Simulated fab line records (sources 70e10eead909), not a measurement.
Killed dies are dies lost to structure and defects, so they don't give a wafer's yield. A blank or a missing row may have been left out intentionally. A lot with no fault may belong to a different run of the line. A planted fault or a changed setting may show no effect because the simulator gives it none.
A struck lot beside a sound one | flow nandHarc | 14 steps out of a route of 1302
Sound: the wafers L432.1, L432.3, L432.5. Wafers L438.1, L438.4, L438.5 were the ones struck. The cause is given at the end.
At each step with rows: each side's tool, then ch and its chambers, then its first start. Under that, the readings that differ: sound wafers | struck wafers | difference of the means | sigmas: that difference in standard deviations of wafers without a fault.
alike: a reading whose means differ by less than 2 such deviations, as well as words and numbers matching on both sides. not compared: withheld readings; readings where some wafer has no value; bounds like >300 that might hide an equal value; numbers whose values overlap and for which the record gives no deviation.
A row with sigmas, a row that says differs or no value, or rows on one side alone: a step with any of these is where the two part. When numbers do not overlap yet have no deviation, they are printed without sigmas and do not part them. Lack of a reading on every wafer of one side parts them only where that side has two or more wafers.

NHARC_P_CONTACT_PVD_32: deposits Ti, target thk 5 nm, time 17.7 s.
  sound on pvdSputter-02; struck on pvdSputter-03
  alike: throttleValvePct
NHARC_P_CONTACT_ALD_22: deposits TiN, target thk 3 nm, pulse time 1 s, ald cycles 150.
  sound on aldMetal-03 ch 1,2, day 10 06:40; struck on aldMetal-01 ch 1,2,3, day 12 22:01
  alike: heaterPowerW, precursorPulseHeightRel
NHARC_P_CONTACT_CVD_23: deposits W, target thk 200 nm, time 557 s.
  sound: cvdW-01 ch 0,1; struck: cvdW-02 ch 0
  alike: heaterPowerW, throttleValvePct
NHARC_P_CONTACT_CMP_24: polishes, t overpolish 30 s, target thk 200 nm.
  sound on cmp-01 ch 0,2, day 10 07:31; struck on cmp-02 ch 0,3, day 12 23:25
  alike: motorCurrentA, overpolishRunS, slurryFilterDpKPa, timeToEndpointS
following that, these wafers have no rows for 1 step: NHARC_P_CONTACT_SRD_26.
NHARC_P_CONTACT_INSPECT_27:
  sound on defectInspect-01, day 10 07:55; struck on defectInspect-01, day 12 23:47
  alike: rawDefectCount
then, 5 steps without rows for these wafers: NHARC_P_M0_DEP_00 (deposits SiOC, target thk 150 nm); NHARC_P_M0_DEHYDRATE_01 (time 120 s); NHARC_P_M0_HMDS_02 (time 30 s); NHARC_P_M0_COAT_33 (time 65 s); NHARC_P_M0_COAT_03 (resist thk 90 nm).
NHARC_P_M0_SOFTBAKE_04: time 55 s.
  sound on lithoTrack-01 ch 0, day 10 08:00; struck on lithoTrack-01 ch 0, day 13 00:00
reading               | sound                | struck               | difference | sigmas
heaterPowerTotalW (W) | 188.44 188.42 188.44 | 182.50 182.51 182.57 | -5.91      | -49
  alike: resistLineTempC
following that, these wafers have no rows for 1 step: NHARC_P_M0_EBR_05.
-- jump in the record: it breaks off in module P_M0 and resumes in module END (first step shown: number 1302 of the route), and 18 days separate the struck wafers' starts before and after --
NHARC_END_SORT_01:
  here the record holds rows for the struck wafers (prober-02 ch 0, day 30 14:08) but none for the sound ones

== WHERE THEY PART ==
Earliest at NHARC_P_M0_SOFTBAKE_04; latest, in this record, at NHARC_END_SORT_01.

WHY: what the simulator had put in
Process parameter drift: lithoTrack-01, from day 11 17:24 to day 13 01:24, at NHARC_P_M0_SOFTBAKE_04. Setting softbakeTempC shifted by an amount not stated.
